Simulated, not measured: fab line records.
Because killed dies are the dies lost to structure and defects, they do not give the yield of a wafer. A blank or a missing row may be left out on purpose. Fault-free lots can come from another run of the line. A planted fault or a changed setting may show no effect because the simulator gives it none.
Which tool did it?    flow n5-finfet    9 lots with 27 wafers sampled at 6 steps, on a route of 1938 steps

## WHAT THE GAUGES SHOWED, per wafer
N5_BEOL_M4_RC_MEAS_101. Usual: DIBL_N 35.9 mV/V, standard deviation 1.8; DIBL_P 36.2 mV/V, standard deviation 2; IOFF_N 0.16 nA/um, standard deviation 0.031; IOFF_P 0.22 nA/um, standard deviation 0.041; ION_N 676 uA/um, standard deviation 11; ION_P 465 uA/um, standard deviation 8.5; SS_N 71.4 mV/dec, standard deviation 0.64; SS_P 73.2 mV/dec, standard deviation 0.7; VT_N 250 mV, standard deviation 3.5; VT_P -250 mV, standard deviation 3.9.
lot   measured      on         DIBL_N (mV/V)   DIBL_P (mV/V)   IOFF_N (nA/um)  IOFF_P (nA/um)  ION_N (uA/um)  ION_P (uA/um)  SS_N (mV/dec)   SS_P (mV/dec)   VT_N (mV)    VT_P (mV)       flag
L626  day 8 04:23   prober-01  35.4 36.9 35.3  35.3 37.8 34.9  0.13 0.17 0.14  0.22 0.29 0.23  672 694 674    466 484 476    71.4 71.1 70.7  72.4 73.3 73.0  255 249 252  -249 -244 -246  
L631  day 9 22:53   prober-02  35.2 36.6 34.1  35.6 37.7 34.7  0.13 0.16 0.12  0.18 0.22 0.16  658 671 672    448 462 462    72.0 72.2 71.5  73.5 73.9 73.3  252 248 252  -258 -254 -255  
L632  day 9 11:10   prober-02  36.7 38.2 37.1  36.8 39.8 37.2  0.15 0.19 0.15  0.18 0.24 0.20  670 684 666    456 464 458    70.9 71.9 70.8  73.6 73.7 73.7  252 248 251  -256 -250 -253  
L640  day 11 17:22  prober-01  37.3 35.6 34.1  37.5 35.1 34.6  0.20 0.16 0.15  0.28 0.22 0.23  706 682 679    476 470 469    71.2 70.9 70.5  74.2 73.6 73.6  243 246 250  -247 -251 -245  
L642  day 12 02:34  prober-01  37.0 35.4 36.2  35.9 35.0 35.4  0.19 0.14 0.16  0.23 0.20 0.21  682 678 671    465 468 462    72.1 72.1 72.0  72.8 72.6 73.4  244 251 250  -248 -251 -251  
L643  day 12 05:52  prober-01  37.3 36.9 38.6  38.5 37.9 39.0  0.21 0.20 0.22  0.24 0.23 0.24  689 689 691    464 468 463    72.4 71.9 71.9  74.3 74.2 74.4  245 244 246  -249 -251 -250  
L645  day 13 02:40  prober-01  38.3 38.3 37.5  40.2 39.0 37.9  0.22 0.20 0.18  0.28 0.26 0.24  679 685 678    470 476 464    72.5 72.2 72.2  74.3 73.0 73.7  247 246 248  -245 -246 -247  
L646  day 13 04:31  prober-01  36.6 37.2 38.2  37.1 37.5 39.3  0.16 0.16 0.21  0.25 0.26 0.30  684 673 702    476 470 484    71.8 71.3 71.5  72.6 73.7 73.6  248 251 244  -247 -247 -246  
L648  day 13 20:48  prober-02  35.1 37.9 37.0  35.2 37.1 36.8  0.14 0.18 0.16  0.21 0.24 0.24  684 691 678    470 473 470    71.1 71.3 71.6  72.6 74.2 73.5  247 248 248  -248 -248 -248  

## TOOL THAT RAN EACH LOT (tool first, then ch and the chambers of the sampled wafers, then the start)
lot   N5_BEOL_M4_PECVD_72              N5_BEOL_M4_SPUTTER_81         N5_BEOL_M4_SPUTTER_88         N5_BEOL_M4_ANNEAL_91          N5_BEOL_M4_CMP_52
L626  pecvd-01 ch 1,2, day 7 18:21     pvd-sputter-01, day 8 01:17   pvd-sputter-01, day 8 01:44   pvd-sputter-01, day 8 02:02   cmp-01 ch 0,1, day 8 03:23
L631  pecvd-01 ch 0,2, day 8 23:43     pvd-sputter-01, day 9 17:34   pvd-sputter-01, day 9 18:00   pvd-sputter-01, day 9 18:18   cmp-01 ch 1,2,3, day 9 22:07
L632  pecvd-02 ch 0,1,2, day 9 00:52   pvd-sputter-03, day 9 08:20   pvd-sputter-03, day 9 08:47   pvd-sputter-03, day 9 09:05   cmp-01 ch 1,2,3, day 9 10:36
L640  pecvd-01 ch 0,2, day 11 05:37    pvd-sputter-01, day 11 14:47  pvd-sputter-01, day 11 15:14  pvd-sputter-01, day 11 15:32  cmp-03 ch 0,1, day 11 16:36
L642  pecvd-03 ch 0,2, day 11 12:28    pvd-sputter-03, day 12 00:07  pvd-sputter-03, day 12 00:33  pvd-sputter-03, day 12 00:51  cmp-01 ch 0,1,3, day 12 02:02
L643  pecvd-02 ch 0,1, day 11 13:59    pvd-sputter-03, day 12 03:26  pvd-sputter-03, day 12 03:53  pvd-sputter-03, day 12 04:11  cmp-04 ch 1,3, day 12 05:17
L645  pecvd-03 ch 0,1,2, day 12 14:47  pvd-sputter-01, day 13 00:15  pvd-sputter-01, day 13 00:41  pvd-sputter-01, day 13 00:59  cmp-04 ch 1,3, day 13 02:06
L646  pecvd-02 ch 0,1,2, day 12 19:48  pvd-sputter-01, day 13 02:05  pvd-sputter-01, day 13 02:32  pvd-sputter-01, day 13 02:50  cmp-04 ch 0,1, day 13 03:54
L648  pecvd-03 ch 0,1, day 13 09:59    pvd-sputter-02, day 13 17:58  pvd-sputter-02, day 13 18:24  pvd-sputter-02, day 13 18:42  cmp-04 ch 0,1,3, day 13 20:02
- N5_BEOL_M4_PECVD_72: deposits SiO2 from TEOS/O2, target thk 16 nm, time 18 s.
- N5_BEOL_M4_SPUTTER_81: material Cu, target thk 4.5 nm, time 8.29 s.
- N5_BEOL_M4_SPUTTER_88: material Cu, target thk 4.5 nm, time 8.29 s.
- N5_BEOL_M4_ANNEAL_91: time 240 s.
- N5_BEOL_M4_CMP_52: polishes, stops on SiOC, t overpolish 6.8 s, target thk 40 nm.

## WHAT THE TOOLS THEMSELVES READ (means of the sampled wafers that have a number; where no wafer has one, the mark that the record gives instead)
N5_BEOL_M4_PECVD_72. Usual: heater-power-w 708 W, standard deviation 83; showerhead-plenum-p-Torr 8.76 Torr, standard deviation 0.072; throttle-valve-pct 21.9 %, standard deviation 1.2.
lot   tool      heater-power-w (W)  showerhead-plenum-p-Torr (Torr)  throttle-valve-pct (%)  flag
L626  pecvd-01  734                 8.73                             21.0                    
L631  pecvd-01  800                 8.72                             20.4                    
L632  pecvd-02  672                 8.76                             22.8                    
L640  pecvd-01  825                 8.69                             20.7                    
L642  pecvd-03  726                 8.84                             23.6                    
L643  pecvd-02  634                 8.79                             23.1                    
L645  pecvd-03  664                 8.83                             22.6                    
L646  pecvd-02  673                 8.76                             22.7                    
L648  pecvd-03  672                 8.87                             22.2                    

N5_BEOL_M4_SPUTTER_81. Usual: throttle-valve-pct 30.0 %, standard deviation 1.2.
lot   tool            throttle-valve-pct (%)  flag
L626  pvd-sputter-01  30.2                    
L631  pvd-sputter-01  29.4                    
L632  pvd-sputter-03  28.7                    
L640  pvd-sputter-01  30.0                    
L642  pvd-sputter-03  31.0                    
L643  pvd-sputter-03  30.9                    
L645  pvd-sputter-01  30.6                    
L646  pvd-sputter-01  29.9                    
L648  pvd-sputter-02  30.3                    

N5_BEOL_M4_SPUTTER_88. Usual: throttle-valve-pct 30.0 %, standard deviation 1.2.
lot   tool            throttle-valve-pct (%)  flag
L626  pvd-sputter-01  30.2                    
L631  pvd-sputter-01  29.2                    
L632  pvd-sputter-03  28.9                    
L640  pvd-sputter-01  30.0                    
L642  pvd-sputter-03  30.7                    
L643  pvd-sputter-03  31.0                    
L645  pvd-sputter-01  30.6                    
L646  pvd-sputter-01  29.8                    
L648  pvd-sputter-02  30.2                    

N5_BEOL_M4_ANNEAL_91. Usual: heater-power-w 844 W, standard deviation 98.
lot   tool            heater-power-w (W)  flag
L626  pvd-sputter-01  940                 
L631  pvd-sputter-01  845                 
L632  pvd-sputter-03  895                 
L640  pvd-sputter-01  789                 
L642  pvd-sputter-03  881                 
L643  pvd-sputter-03  842                 
L645  pvd-sputter-01  857                 
L646  pvd-sputter-01  856                 
L648  pvd-sputter-02  795                 

N5_BEOL_M4_CMP_52. Usual: barrier-field-endpoint-s 25.0 s, standard deviation 0.62; clearing-platen-rpm 50.003 rpm, standard deviation 0.026; motor-current-A 6.3 A, standard deviation 0.55; overpolish-run-s 6.801 s, standard deviation 0.0085.
lot   tool    barrier-field-endpoint-s (s)  clearing-platen-rpm (rpm)  motor-current-A (A)  overpolish-run-s (s)  flag
L626  cmp-01  24.4                          49.993                     5.4                  6.806                 
L631  cmp-01  25.0                          50.009                     6.0                  6.804                 
L632  cmp-01  24.6                          49.990                     6.0                  6.801                 
L640  cmp-03  28.8                          50.020                     6.1                  6.269                 OFF
L642  cmp-01  25.0                          50.000                     5.7                  6.803                 
L643  cmp-04  24.2                          50.012                     6.2                  6.801                 
L645  cmp-04  25.3                          50.018                     6.2                  6.796                 
L646  cmp-04  25.5                          50.028                     6.8                  6.798                 
L648  cmp-04  24.0                          49.993                     6.4                  6.806                 

## THE ANSWER, worked out from the rows above alone
Rule: a lot is off if the mean of its wafers that have a number lies more than 3 standard deviations from the usual mean. Also off: a lot with no number at a reading for which 4 or more lots have one. All remaining lots with rows at the step are treated as sound. The gauges are gone through in route order, then the tools' own readings, and for those a lot's mean is taken as printed above. At the first step where some lot is off, the reading lying furthest off is the one used; lots without a number count as furthest.
Off, at N5_BEOL_M4_CMP_52 on overpolish-run-s: L640.
A tool fits if, at that step or a process step before it, it ran every lot that is off, and no sound lot after the first of them. Can't be told from this: 2 tools fit, pecvd-01 at N5_BEOL_M4_PECVD_72, cmp-03 at N5_BEOL_M4_CMP_52.

## WHAT THE SIMULATOR HAD PUT IN
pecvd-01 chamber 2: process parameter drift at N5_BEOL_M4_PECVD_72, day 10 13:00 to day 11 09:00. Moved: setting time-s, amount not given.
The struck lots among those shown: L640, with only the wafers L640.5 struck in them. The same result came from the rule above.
